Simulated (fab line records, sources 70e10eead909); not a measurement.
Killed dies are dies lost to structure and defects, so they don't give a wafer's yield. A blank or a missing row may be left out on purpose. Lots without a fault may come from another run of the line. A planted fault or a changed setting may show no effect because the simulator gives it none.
Which tool did it? | flow nand_harc | 6 lots, 17 wafers sampled, at 5 steps of a route of 1159

WHAT THE GAUGES READ, wafer by wafer
NHARC_END_SORT_01.
lot  | measured     | on        | killed_at_array
L761 | day 22 13:22 | prober-02 | 15 12 15
L763 | day 23 08:32 | prober-01 | 46 673

WHICH TOOL RAN EACH LOT (tool, then ch and the chambers of the sampled wafers, then the start)
lot  | NHARC_A_STAIRCASE_ETCH_169         | NHARC_A_STAIRCASE_STRIP_171          | NHARC_A_STAIRCASE_ETCH_13                     | NHARC_A_STAIRCASE_ETCH_19
L749 | rie_diel-10 ch 0,1,3, day 11 03:25 | plasma_asher-01 ch 0,1, day 11 03:44 | rie_diel-11 ch 1,2,3, day 11 08:43 or earlier | rie_diel-11 ch 1,2,3, day 11 08:43
L751 | rie_diel-10 ch 1,2,3, day 11 09:37 | plasma_asher-01 ch 1, day 11 09:54   | rie_diel-09 ch 0,2,3, day 11 12:32 or earlier | rie_diel-09 ch 0,2, day 11 12:32
L753 | rie_diel-10 ch 0,2,3, day 12 06:30 | plasma_asher-02 ch 0,1, day 12 06:49 | rie_diel-09 ch 0,2,3, day 12 09:13 or earlier | rie_diel-09 ch 0,1,2, day 12 09:13
L760 | rie_diel-09 ch 0,2,3, day 14 01:10 | plasma_asher-01 ch 0,1, day 14 01:25 | rie_diel-10 ch 1,2,3, day 14 05:52 or earlier | rie_diel-10 ch 0,1,2, day 14 05:52
L761 | rie_diel-09 ch 1,2, day 14 13:35   | plasma_asher-02 ch 0,1, day 14 13:50 | rie_diel-11 ch 0,3, day 14 16:29 or earlier   | rie_diel-11 ch 0,3, day 14 16:29
L763 | rie_diel-09 ch 0,1, day 14 18:44   | plasma_asher-01 ch 0, day 14 19:02   | rie_diel-09 ch 0,3, day 14 21:28 or earlier   | rie_diel-09 ch 2, day 14 21:28
- NHARC_A_STAIRCASE_ETCH_169: etches the open film in CH3F/O2, target depth 50 nm, time 107.1 s.
- NHARC_A_STAIRCASE_STRIP_171: strips in O2.
- NHARC_A_STAIRCASE_ETCH_13: etches the open film in C4F8/O2, target depth 100 nm, time 40.5 s.
- NHARC_A_STAIRCASE_ETCH_19: etches the open film in C4F8/O2, target depth 100 nm, time 40.5 s.

THE ANSWER, worked out from the rows above alone
Rule: what is usual is taken from the lots themselves. Put in order of their means at a reading, lots are off if they are a third of the lots or fewer, leave a main group of 4 or more, and stand apart from it by a gap of 3 or more times the standard deviation of the main group's means; of several such gaps the widest counts. A main group whose means are all the same, to the digits that the tables above print for the reading, isn't used. A lot without any number at a reading at which 4 lots or more have one is off too. The other lots that the step has rows for count as sound.
No lot is off at any reading shown: from this, nothing can be told.

WHAT THE SIMULATOR HAD PUT IN
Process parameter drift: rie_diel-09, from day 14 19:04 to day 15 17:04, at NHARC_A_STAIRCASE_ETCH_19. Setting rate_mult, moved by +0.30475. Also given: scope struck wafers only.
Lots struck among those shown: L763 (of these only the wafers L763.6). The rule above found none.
